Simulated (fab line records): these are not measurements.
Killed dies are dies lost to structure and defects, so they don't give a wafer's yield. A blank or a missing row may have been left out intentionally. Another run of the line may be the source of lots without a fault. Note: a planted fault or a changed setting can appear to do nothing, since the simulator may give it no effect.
Chamber matching :: flow n5_finfet :: N5_GATE_CUT_SAC_CAP_01 on ald_sin-03: 4 sister chambers
The step material SiNx, target thk 24 nm, pulse time 1 s, ald cycles 480. 8 wafers are shown with their chamber, then 9 later ones without.

== WAFERS PAIRED WITH THEIR CHAMBERS ==
wafer: L077.3
chamber: 3
heater_power_w (W): 852
precursor_pulse_height_rel: 1.014

wafer: L078.2
chamber: 2
heater_power_w (W): 915
precursor_pulse_height_rel: 1.012

wafer: L088.1
chamber: 3
heater_power_w (W): 825
precursor_pulse_height_rel: 1.012

wafer: L088.2
chamber: 1
heater_power_w (W): 861
precursor_pulse_height_rel: 1.010

wafer: L088.4
chamber: 0
heater_power_w (W): 869
precursor_pulse_height_rel: 1.029

wafer: L090.3
chamber: 0
heater_power_w (W): 883
precursor_pulse_height_rel: 0.993

wafer: L090.5
chamber: 1
heater_power_w (W): 857
precursor_pulse_height_rel: 0.983

wafer: L090.6
chamber: 2
heater_power_w (W): 907
precursor_pulse_height_rel: 0.979

== WAFERS MISSING THEIR CHAMBER ==
wafer: L091.1
heater_power_w (W): 896
precursor_pulse_height_rel: 1.012

wafer: L091.4
heater_power_w (W): 868
precursor_pulse_height_rel: 1.007

wafer: L091.5
heater_power_w (W): 907
precursor_pulse_height_rel: 1.004

wafer: L093.2
heater_power_w (W): 863
precursor_pulse_height_rel: 1.016

wafer: L093.3
heater_power_w (W): 938
precursor_pulse_height_rel: 0.968

wafer: L093.4
heater_power_w (W): 911
precursor_pulse_height_rel: 1.000

wafer: L096.1
heater_power_w (W): 887
precursor_pulse_height_rel: 1.014

wafer: L096.5
heater_power_w (W): 875
precursor_pulse_height_rel: 1.001

wafer: L096.6
heater_power_w (W): 852
precursor_pulse_height_rel: 1.018

== WHICH CHAMBER EACH WENT THROUGH ==
wafer: L091.1
from the rows above: can't be placed: 2 or 0 or 1
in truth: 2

wafer: L091.4
from the rows above: can't be placed: 0 or 1 or 3
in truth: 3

wafer: L091.5
from the rows above: 2
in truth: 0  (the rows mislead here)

wafer: L093.2
from the rows above: can't be placed: 1 or 0 or 3
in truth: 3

wafer: L093.3
from the rows above: 2
in truth: 2

wafer: L093.4
from the rows above: 2
in truth: 2

wafer: L096.1
from the rows above: can't be placed: 0 or 2 or 1
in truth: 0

wafer: L096.5
from the rows above: can't be placed: 0 or 1
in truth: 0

wafer: L096.6
from the rows above: can't be placed: 3 or 1 or 0
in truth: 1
Correctly placed: 2 of 9. Not placeable from these rows: 6 (in 6, the candidates include the true chamber). Placed wrongly: 1.
How it was worked out, from the rows above alone: a wafer's distance from a chamber is the root of the sum, over the readings, of the square of ((its reading less the chamber's mean) divided by the reading's scatter). If the next closest chamber is less than 2 further off than the closest, the wafer can't be placed; otherwise it belongs to the closest. The mean given for a chamber averages the wafers shown for that chamber. The scatter: take each reading less its chamber's mean, square it, sum over the shown wafers, divide by the number of wafers less the number of chambers, and take the root.
